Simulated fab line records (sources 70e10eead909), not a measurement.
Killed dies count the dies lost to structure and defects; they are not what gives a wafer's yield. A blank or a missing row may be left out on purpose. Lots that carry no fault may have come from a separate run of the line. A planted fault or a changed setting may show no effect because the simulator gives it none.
The tool behind it: which one? || flow nand-harc || Sampling: 6 lots, 18 wafers, 5 of 1302 route steps

== WHAT THE GAUGES SHOWED, per wafer ==
NHARC_END_SORT_01.
lot || measured || on || killed-at-array

== WHAT TOOL EACH LOT RAN ON (gives the tool, then ch and the chambers of the sampled wafers, and finally the start) ==
{"lot": "L724", "NHARC_A_SLIT_DEP_00": "acl-dep-02 ch 0, day 20 04:49", "NHARC_A_WL_FILL_CVD_03": "cvd-w-02 ch 1, day 20 21:53", "NHARC_A_WL_FILL_ETCHBACK_26": "rie-si-01 ch 0,1,3, day 21 14:07", "NHARC_A_WL_FILL_CVD_20": "cvd-w-01 ch 0,1, no start"}
{"lot": "L726", "NHARC_A_SLIT_DEP_00": "acl-dep-01 ch 0, day 20 21:30", "NHARC_A_WL_FILL_CVD_03": "cvd-w-01 ch 0,1, day 21 15:28", "NHARC_A_WL_FILL_ETCHBACK_26": "rie-si-05 ch 2,3, day 22 07:29", "NHARC_A_WL_FILL_CVD_20": "cvd-w-02 ch 0,1, no start"}
{"lot": "L727", "NHARC_A_SLIT_DEP_00": "acl-dep-02 ch 0, day 21 08:51", "NHARC_A_WL_FILL_CVD_03": "cvd-w-01 ch 1, day 22 03:32", "NHARC_A_WL_FILL_ETCHBACK_26": "rie-si-01 ch 0,1,2, day 22 21:17", "NHARC_A_WL_FILL_CVD_20": "cvd-w-01 ch 0,1, no start"}
{"lot": "L730", "NHARC_A_SLIT_DEP_00": "acl-dep-03 ch 0, day 22 17:45", "NHARC_A_WL_FILL_CVD_03": "cvd-w-02 ch 0,1, day 23 11:30", "NHARC_A_WL_FILL_ETCHBACK_26": "rie-si-03 ch 1,2,3, day 24 03:34", "NHARC_A_WL_FILL_CVD_20": "cvd-w-02 ch 0,1, no start"}
{"lot": "L743", "NHARC_A_SLIT_DEP_00": "acl-dep-02 ch 0, day 27 16:04", "NHARC_A_WL_FILL_CVD_03": "cvd-w-02 ch 0,1, day 28 10:30", "NHARC_A_WL_FILL_ETCHBACK_26": "rie-si-03 ch 0,1,3, day 29 04:17", "NHARC_A_WL_FILL_CVD_20": "cvd-w-01 ch 0,1, no start"}
{"lot": "L746", "NHARC_A_SLIT_DEP_00": "acl-dep-01 ch 0, day 28 23:19", "NHARC_A_WL_FILL_CVD_03": "cvd-w-02 ch 0,1, day 29 18:04", "NHARC_A_WL_FILL_ETCHBACK_26": "rie-si-05 ch 1,2,3, day 30 11:27", "NHARC_A_WL_FILL_CVD_20": "cvd-w-02 ch 0,1, no start"}
- NHARC_A_SLIT_DEP_00: deposits aC, target thk 6200 nm.
- NHARC_A_WL_FILL_CVD_03: deposits W, target thk 40 nm, time 279 s.
- NHARC_A_WL_FILL_ETCHBACK_26: etches the open film in HBr, target depth 52 nm, time 13.3 s.
- NHARC_A_WL_FILL_CVD_20: deposits W, target thk 100 nm, time 74 s.

== THE ANSWER, worked out from the rows above alone ==
Rule: usual is defined by the lots themselves. Put in order of their means at a reading, lots are off if they are a third of the lots or fewer, leave a main group of 4 or more, and stand apart from it by a gap of 3 or more times the standard deviation of the main group's means; of several such gaps the widest counts. Not used: any main group whose means are identical at the precision the tables above print for the reading. Also off: a lot with no number at a reading for which 4 or more lots have one. The other lots that the step has rows for count as sound.
Across all readings shown, no lot is off: no conclusion can be drawn from this.

== WHAT THE SIMULATOR HAD PUT IN ==
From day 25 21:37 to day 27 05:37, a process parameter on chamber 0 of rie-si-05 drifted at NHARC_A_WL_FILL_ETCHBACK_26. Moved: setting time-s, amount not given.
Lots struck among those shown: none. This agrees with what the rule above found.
